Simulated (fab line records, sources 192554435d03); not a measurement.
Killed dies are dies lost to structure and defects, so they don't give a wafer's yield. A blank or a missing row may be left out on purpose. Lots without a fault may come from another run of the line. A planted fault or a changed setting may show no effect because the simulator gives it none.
Chamber matching | flow n5_finfet | N5_MOL_CONTACT_COAG_ALD_131 on ald_sin-01: 4 sister chambers
The step deposits SiO2, target thk 5 nm, pulse time 1 s, co reactant pulse time 1 s. 8 wafers are shown with their chamber, then 10 later ones without.

WAFERS WITH THEIR CHAMBER
wafer  | chamber | heater_power_w (W) | precursor_pulse_height_rel
L080.2 | 0       | 80                 | 0.998
L084.6 | 2       | 73                 | 0.966
L085.3 | 2       | 73                 | 0.955
L086.3 | 0       | 82                 | 0.990
L089.2 | 1       | 75                 | 1.016
L089.6 | 3       | 84                 | 1.014
L091.4 | 3       | 82                 | 0.997
L091.5 | 1       | 77                 | 0.980

WAFERS WITHOUT THEIR CHAMBER
wafer  | heater_power_w (W) | precursor_pulse_height_rel
L091.6 | 83                 | 0.995
L092.1 | 74                 | 1.020
L092.3 | 79                 | 0.999
L092.4 | 81                 | 0.998
L093.1 | 76                 | 0.965
L093.2 | 79                 | 1.020
L093.5 | 82                 | 0.971
L095.4 | 76                 | 1.023
L095.5 | 77                 | 0.982
L095.6 | 82                 | 0.985

WHICH CHAMBER EACH WENT THROUGH
wafer  | from the rows above          | in truth
L091.6 | can't be placed: 3 or 0      | 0
L092.1 | can't be placed: 1 or 2      | 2
L092.3 | can't be placed: 0 or 1 or 3 | 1
L092.4 | can't be placed: 0 or 3      | 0
L093.1 | can't be placed: 1 or 2      | 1
L093.2 | can't be placed: 0 or 1 or 3 | 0
L093.5 | can't be placed: 0 or 3      | 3
L095.4 | 1                            | 1
L095.5 | 1                            | 1
L095.6 | can't be placed: 0 or 3      | 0
Placed correctly: 2 of 10. Can't be placed from these rows: 8 (the true chamber is among the candidates in 8). Placed wrongly: 0.
How it was worked out, from the rows above alone: a wafer's distance from a chamber is the root of the sum, over the readings, of the square of ((its reading less the chamber's mean) divided by the reading's scatter). The wafer belongs to the nearest chamber; if the next one is less than 2 further off, it can't be placed. A chamber's mean is the mean of its shown wafers. The scatter: the root of (the sum of the squares of (reading less its chamber's mean) over the shown wafers, divided by (wafers less chambers)).
